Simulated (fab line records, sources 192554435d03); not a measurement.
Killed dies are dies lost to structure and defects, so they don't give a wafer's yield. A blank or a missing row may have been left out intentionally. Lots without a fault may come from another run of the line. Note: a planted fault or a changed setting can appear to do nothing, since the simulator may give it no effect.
Problem report, 8D (eight disciplines) form, completed by code | flow n5_finfet | the parts of the form that need people (team, actions taken, sign-off) are left out

1. THE PROBLEM
Wafers without a fault read 26000 W, standard deviation 4.8; cathode_dc_power_W at N5_BEOL_M10_SPUTTER_48 reads a mean of 21420 W on 6 wafers belonging to 2 lots. So: -99 or more standard deviations from the usual mean.
The step: material Cu, target thk 12 nm, time 2 s.
First observed at day 14 07:41: wafer L773.1, on pvd_sputter-03. The record has a number at this step for 31 wafers belonging to 11 lots. By rule, "out" or "out of limits" means more than 4 standard deviations away from the usual mean. The other wafers with a number count as sound.

2. WHAT IT IS, AND WHAT IT ISN'T
question                    | is                     | is not
which readings at this step | cathode_dc_power_W     | chamber_pressure_pa, chuck_sensor_temp_C, throttle_valve_pct
which lots                  | L773, L778             | L762, L763, L764, L765, L767, L769, L776, L780, L781
which wafers of those lots  | all that have a number | -
read on which tools         | pvd_sputter-03         | pvd_sputter-02
when                        | from day 14 07:41      | up to then (17 sound wafers); but 8 sound wafers of L776, L780, L781 came after

3. WHAT RULES OUT EACH SUSPECT
Counting: a tool at any process step up to the reading remains a suspect when it ran all the lots that are out and ran no sound lot after the first of those.
- pvd_sputter-03 at N5_BEOL_M10_SPUTTER_48 (material Cu, target thk 12 nm, time 2 s): kept. It ran every lot that is out, first L773 (day 14 07:41), and no sound lot after that; its last sound lot up to then is L769 (day 13 12:29). Its own readings are out on those wafers: cathode_dc_power_W.
Remaining after the count: pvd_sputter-03 at N5_BEOL_M10_SPUTTER_48.

4. THE CAUSE (what the simulator had put in)
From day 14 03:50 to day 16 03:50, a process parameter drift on pvd_sputter-03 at N5_BEOL_M10_SPUTTER_48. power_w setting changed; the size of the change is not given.
Counting left only this tool.

5. THE EFFECT CHAIN, in route order
One row per reading whose mean, taken over the struck wafers that have a number, lies over 3 standard deviations from the usual. Readings are gone through only where the record gives a usual standard deviation; hours: the median, over the lots, of the time from a lot's start at the first step in this table giving one to that lot's start at this step; sigmas: the change measured in usual standard deviations.
hours | step                   | reading            | usual   | on struck wafers | change | sigmas
0     | N5_BEOL_M10_SPUTTER_48 | cathode_dc_power_W | 26000 W | 21420            | -4580  | -99 or more
It contains these process steps:
- N5_BEOL_M10_SPUTTER_48: material Cu, target thk 12 nm, time 2 s.

6. HOW IT WOULD HAVE BEEN CAUGHT EARLIER
In this record the first reading out of limits was taken at day 14 07:41, 4 hours after the fault began at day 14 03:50.
